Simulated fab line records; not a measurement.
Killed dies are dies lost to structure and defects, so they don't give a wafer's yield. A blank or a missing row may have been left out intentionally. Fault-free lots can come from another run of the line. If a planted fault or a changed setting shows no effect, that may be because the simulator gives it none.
Which tool did it? + flow n5Finfet + 12 lots with 36 wafers sampled at 4 steps, on a route of 1938 steps

== WHAT THE GAUGES READ, wafer by wafer ==
N5_HKMG_FIN_INSPECT_28: inspects for defects (darkfield).
| lot  | measured     | on               | rawDefectCount |
|------|--------------|------------------|----------------|
| L075 | day 4 12:35  | defectInspect-02 | 52 34 65       |
| L077 | day 5 02:26  | defectInspect-02 | 46 20 28       |
| L079 | day 5 16:53  | defectInspect-01 | 40 33 60       |
| L081 | day 6 06:58  | defectInspect-01 | 29 34 51       |
| L083 | day 6 13:18  | defectInspect-01 | 78 70 33       |
| L085 | day 7 05:28  | defectInspect-01 | 46 50 28       |
| L087 | day 7 17:17  | defectInspect-01 | 47 31 32       |
| L089 | day 8 01:18  | defectInspect-01 | 51 48 29       |
| L091 | day 8 11:38  | defectInspect-02 | 57 43 28       |
| L093 | day 9 04:29  | defectInspect-02 | 42 44 43       |
| L095 | day 9 19:25  | defectInspect-01 | 36 32 44       |
| L096 | day 10 04:30 | defectInspect-02 | 41 44 33       |

== WHAT TOOL EACH LOT RAN ON (gives the tool, then ch and the chambers of the sampled wafers, and finally the start) ==
| lot  | N5_HKMG_FIN_ALD_71                 | N5_HKMG_FIN_ALD_72           | N5_HKMG_FIN_CMP_94           |
|------|------------------------------------|------------------------------|------------------------------|
| L075 | aldMetal-03 ch 1,2,3, day 4 10:16  | cvdW-02 ch 0,1, day 4 11:43  | cmp-04 ch 0,2,3, day 4 12:22 |
| L077 | aldMetal-04 ch 0,1, day 5 00:06    | cvdW-02 ch 0,1, day 5 01:34  | cmp-01 ch 1,2, day 5 02:13   |
| L079 | aldMetal-03 ch 0,2,3, day 5 14:14  | cvdW-02 ch 0,1, day 5 15:59  | cmp-03 ch 0,1,3, day 5 16:40 |
| L081 | aldMetal-04 ch 0,1, day 6 04:38    | cvdW-01 ch 0,1, day 6 06:05  | cmp-01 ch 0,1, day 6 06:44   |
| L083 | aldMetal-04 ch 0,1,3, day 6 10:43  | cvdW-01 ch 0,1, day 6 12:12  | cmp-03 ch 1,2, day 6 13:04   |
| L085 | aldMetal-03 ch 0,2, day 7 02:58    | cvdW-01 ch 1, day 7 04:34    | cmp-01 ch 1,2, day 7 05:14   |
| L087 | aldMetal-03 ch 0,2,3, day 7 14:57  | cvdW-02 ch 0,1, day 7 16:24  | cmp-03 ch 0,1,2, day 7 17:03 |
| L089 | aldMetal-03 ch 0,2,3, day 7 22:58  | cvdW-01 ch 0,1, day 8 00:26  | cmp-04 ch 1,2,3, day 8 01:07 |
| L091 | aldMetal-03 ch 0,1,2, day 8 09:17  | cvdW-02 ch 0,1, day 8 10:45  | cmp-04 ch 0,1,2, day 8 11:28 |
| L093 | aldMetal-04 ch 0,2,3, day 9 02:07  | cvdW-01 ch 0,1, day 9 03:34  | cmp-04 ch 1,2,3, day 9 04:19 |
| L095 | aldMetal-04 ch 0,1,3, day 9 17:05  | cvdW-01 ch 0,1, day 9 18:32  | cmp-01 ch 0,3, day 9 19:11   |
| L096 | aldMetal-04 ch 0,2,3, day 10 02:08 | cvdW-01 ch 0,1, day 10 03:35 | cmp-04 ch 0,3, day 10 04:16  |
- N5_HKMG_FIN_ALD_71: deposits TiN, target thk 1 nm, pulse time 1 s, purge time 3 s.
- N5_HKMG_FIN_ALD_72: deposits W, target thk 2 nm, pulse time 1 s, purge time 2 s.
- N5_HKMG_FIN_CMP_94: polishes, stops on SiNx, t overpolish 4.7 s, target thk 43.299 nm.

== THE ANSWER, worked out from the rows above alone ==
Rule: usual is defined by the lots themselves. Put in order of their means at a reading, lots are off if they are a third of the lots or fewer, leave a main group of 4 or more, and stand apart from it by a gap of 3 or more times the standard deviation of the main group's means; of several such gaps the widest counts. If all means in a main group match to the digits the tables above print for the reading, that group is not used. A lot without any number at a reading at which 4 lots or more have one is off too. All remaining lots with rows at the step are treated as sound.
None of the lots is off at any reading shown; this tells nothing.

== WHAT THE SIMULATOR HAD INSERTED ==
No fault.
